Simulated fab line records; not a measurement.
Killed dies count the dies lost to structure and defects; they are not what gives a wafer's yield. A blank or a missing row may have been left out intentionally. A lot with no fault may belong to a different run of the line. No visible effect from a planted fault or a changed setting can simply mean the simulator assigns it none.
Which tool was responsible? || flow n5Finfet || 28 wafers from 10 lots sampled at 4 of the route's 1938 steps

## WHAT EACH GAUGE READ, for each wafer
N5_PASSIVATION_OVL_MEAS_63.
{"lot": "L353", "measured": "day 11 19:11", "on": "overlay-02", "PAD_OVL (nm)": "4 -3 6"}
{"lot": "L355", "measured": "day 12 07:06", "on": "overlay-01", "PAD_OVL (nm)": "-3 0 0"}
{"lot": "L354", "measured": "day 12 06:35", "on": "overlay-01", "PAD_OVL (nm)": "-7 -2"}
{"lot": "L358", "measured": "day 13 15:43", "on": "overlay-02", "PAD_OVL (nm)": "7 2 6"}
{"lot": "L364", "measured": "day 14 20:28", "on": "overlay-01", "PAD_OVL (nm)": "2 -7 0"}
{"lot": "L365", "measured": "day 15 17:31", "on": "overlay-02", "PAD_OVL (nm)": "-3 -2"}
{"lot": "L367", "measured": "day 15 17:40", "on": "overlay-02", "PAD_OVL (nm)": "-8 -6 -5"}
{"lot": "L371", "measured": "day 16 06:00", "on": "overlay-01", "PAD_OVL (nm)": "-9 -26 -9"}
{"lot": "L372", "measured": "day 17 01:36", "on": "overlay-01", "PAD_OVL (nm)": "-4 -2 -12"}
{"lot": "L373", "measured": "day 17 05:20", "on": "overlay-01", "PAD_OVL (nm)": "3 -12 6"}

## WHAT TOOL EACH LOT RAN ON (gives the tool, then ch and the chambers of the sampled wafers, and finally the start)
{"lot": "L353", "N5_MIM_TOP_ETCH_STRIP_01": "rieDiel-05 ch 0,1,2, day 11 14:13", "N5_PASSIVATION_VIA_ETCH_13": "rieDiel-03 ch 1,2,3, day 11 17:53", "N5_PASSIVATION_STRIP_14": "rieDiel-03 ch 1,2,3, day 11 18:04"}
{"lot": "L355", "N5_MIM_TOP_ETCH_STRIP_01": "rieDiel-03 ch 0,3, day 12 00:35", "N5_PASSIVATION_VIA_ETCH_13": "rieDiel-05 ch 1,3, day 12 05:20", "N5_PASSIVATION_STRIP_14": "rieDiel-05 ch 1,3, day 12 05:32"}
{"lot": "L354", "N5_MIM_TOP_ETCH_STRIP_01": "rieDiel-02 ch 0,2, day 12 00:49", "N5_PASSIVATION_VIA_ETCH_13": "rieDiel-02 ch 0,2, day 12 04:34", "N5_PASSIVATION_STRIP_14": "rieDiel-02 ch 0,2, day 12 04:46"}
{"lot": "L358", "N5_MIM_TOP_ETCH_STRIP_01": "rieDiel-05 ch 0,1, day 13 11:46", "N5_PASSIVATION_VIA_ETCH_13": "rieDiel-05 ch 1,3, day 13 14:06", "N5_PASSIVATION_STRIP_14": "rieDiel-05 ch 1,3, day 13 14:18"}
{"lot": "L364", "N5_MIM_TOP_ETCH_STRIP_01": "rieDiel-05 ch 0,2,3, day 14 13:18", "N5_PASSIVATION_VIA_ETCH_13": "rieDiel-02 ch 0,1,3, day 14 18:55", "N5_PASSIVATION_STRIP_14": "rieDiel-02 ch 0,1,3, day 14 19:07"}
{"lot": "L365", "N5_MIM_TOP_ETCH_STRIP_01": "rieDiel-05 ch 1,2, day 15 09:29", "N5_PASSIVATION_VIA_ETCH_13": "rieDiel-03 ch 0,3, day 15 13:43", "N5_PASSIVATION_STRIP_14": "rieDiel-03 ch 0,3, day 15 13:50"}
{"lot": "L367", "N5_MIM_TOP_ETCH_STRIP_01": "rieDiel-03 ch 1,2, day 15 10:58", "N5_PASSIVATION_VIA_ETCH_13": "rieDiel-02 ch 1,2,3, day 15 13:37", "N5_PASSIVATION_STRIP_14": "rieDiel-02 ch 1,2,3, day 15 13:49"}
{"lot": "L371", "N5_MIM_TOP_ETCH_STRIP_01": "rieDiel-02 ch 0,3, day 16 02:01", "N5_PASSIVATION_VIA_ETCH_13": "rieDiel-03 ch 0,1,2, day 16 04:38", "N5_PASSIVATION_STRIP_14": "rieDiel-03 ch 0,1,2, day 16 04:49"}
{"lot": "L372", "N5_MIM_TOP_ETCH_STRIP_01": "rieDiel-03 ch 0,1,3, day 16 18:49", "N5_PASSIVATION_VIA_ETCH_13": "rieDiel-03 ch 0,1,3, day 16 23:58", "N5_PASSIVATION_STRIP_14": "rieDiel-03 ch 0,1,3, day 17 00:10"}
{"lot": "L373", "N5_MIM_TOP_ETCH_STRIP_01": "rieDiel-05 ch 0,2,3, day 17 01:17", "N5_PASSIVATION_VIA_ETCH_13": "rieDiel-03 ch 1,2,3, day 17 04:11", "N5_PASSIVATION_STRIP_14": "rieDiel-03 ch 1,2,3, day 17 04:23"}
- N5_MIM_TOP_ETCH_STRIP_01: strips in O2.
- N5_PASSIVATION_VIA_ETCH_13: etches SiO2 in CHF3/O2, target depth 660 nm, time 330 s.
- N5_PASSIVATION_STRIP_14: strips in O2.

## THE ANSWER, worked out from the rows above alone
Rule: the usual values come from the lots themselves. The widest of any qualifying gaps counts: lots, ordered by their means at a reading, are off when they make up no more than a third of the lots, leave a main group of 4 or more, and stand apart from it by 3 or more times the standard deviation of that group's means. The tables above print the reading to a certain number of digits; a main group whose means all agree to those digits is not used. Also off: a lot with no number at a reading for which 4 or more lots have one. Any other lot the step has rows for is counted as sound.
None of the lots is off at any reading shown; this tells nothing.

## WHAT THE SIMULATOR PUT IN
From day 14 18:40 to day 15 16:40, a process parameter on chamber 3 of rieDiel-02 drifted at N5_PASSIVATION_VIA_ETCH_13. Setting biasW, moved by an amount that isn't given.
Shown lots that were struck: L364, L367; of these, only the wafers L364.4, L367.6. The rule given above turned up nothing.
